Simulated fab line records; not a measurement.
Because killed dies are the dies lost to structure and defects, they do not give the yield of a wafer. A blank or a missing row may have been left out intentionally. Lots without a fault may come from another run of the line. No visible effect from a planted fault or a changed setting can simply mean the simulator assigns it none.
Struck lot and sound lot, side by side :: flow nand harc :: 14 out of 1159 route steps
Sound: the wafers L815.1, L815.3, L815.6. Wafers L811.1, L811.2, L811.6 were the ones struck. The cause is given at the end.
At each step with rows: each side's tool, then ch and its chambers, then its first start. Under that, the readings that differ: sound wafers :: struck wafers :: difference of the means :: sigmas: that difference in standard deviations of wafers without a fault.
alike: words and numbers the same on both sides, and readings whose means are apart by under 2 such deviations; not compared: readings that were withheld, readings missing a value for some wafer, numbers with overlapping values and no deviation given by the record, and bounds like >300 which may hide the same value.
The two part at a step that has a row with sigmas, a row that says differs or no value, or rows on one side only. Numbers that don't overlap but have no deviation are shown without sigmas and don't part them. Lack of a reading on every wafer of one side parts them only where that side has two or more wafers.

NHARC_P_M2_PRE_CLEAN_32: time 12 s.
  sound on pecvd-04 ch 1,2, day 8 23:22; struck on pecvd-03 ch 0,1, day 7 15:58
  alike: heater power w
  not compared: since wet clean h
NHARC_P_M2_DEP_33: deposits SiCN, target thk 30 nm.
  sound on pecvd-04 ch 1,2, day 8 23:27; struck on pecvd-03 ch 0,1, day 7 16:02
  alike: heater power w
  not compared: since wet clean h
NHARC_P_BONDPAD_DEP_00: deposits SiCN, target thk 250 nm.
  sound on pecvd-04 ch 0,2; struck on pecvd-03 ch 0,2
  alike: heater power w
  not compared: since wet clean h
NHARC_P_BONDPAD_CMP_32: polishes SiCN, target thk 200 nm.
  sound on cmp-01 ch 0,1,2, day 9 00:16; struck on cmp-02 ch 2,3, day 7 16:53
  alike: motor current A
  not compared: pad life wafers
NHARC_P_BONDPAD_THK_MEAS_33: measures by ellipsometry.
  sound on film metro-01 at day 9 00:31; struck on film metro-02 at day 7 17:08
  alike: thk nm
then, 7 steps without rows for these wafers: NHARC_P_BONDPAD_SRD_34; NHARC_P_BONDPAD_DEHYDRATE_01 (time 120 s); NHARC_P_BONDPAD_HMDS_02 (time 30 s); NHARC_P_BONDPAD_COAT_36 (time 65 s); NHARC_P_BONDPAD_COAT_03 (resist thk 600 nm); NHARC_P_BONDPAD_SOFTBAKE_04 (time 70 s); NHARC_P_BONDPAD_EBR_05.
NHARC_P_BONDPAD_EXPOSE_06: exposes mask P BPAD.
  sound on krf scanner-03 ch 0, day 9 00:56; struck on krf scanner-04, day 7 17:35
  no value came back on the struck wafers for exposure dose mJ cm2, focus offset nm (nm); on the sound wafers exposure dose mJ cm2 reads 36.99 36.97 37.01
  alike: mask
then, 1 step without rows for these wafers: NHARC_P_BONDPAD_PEB_07 (peb time 80 s).

== WHERE THEY PART ==
Within this record, at NHARC_P_BONDPAD_EXPOSE_06 only.

WHY: whatever the simulator had introduced
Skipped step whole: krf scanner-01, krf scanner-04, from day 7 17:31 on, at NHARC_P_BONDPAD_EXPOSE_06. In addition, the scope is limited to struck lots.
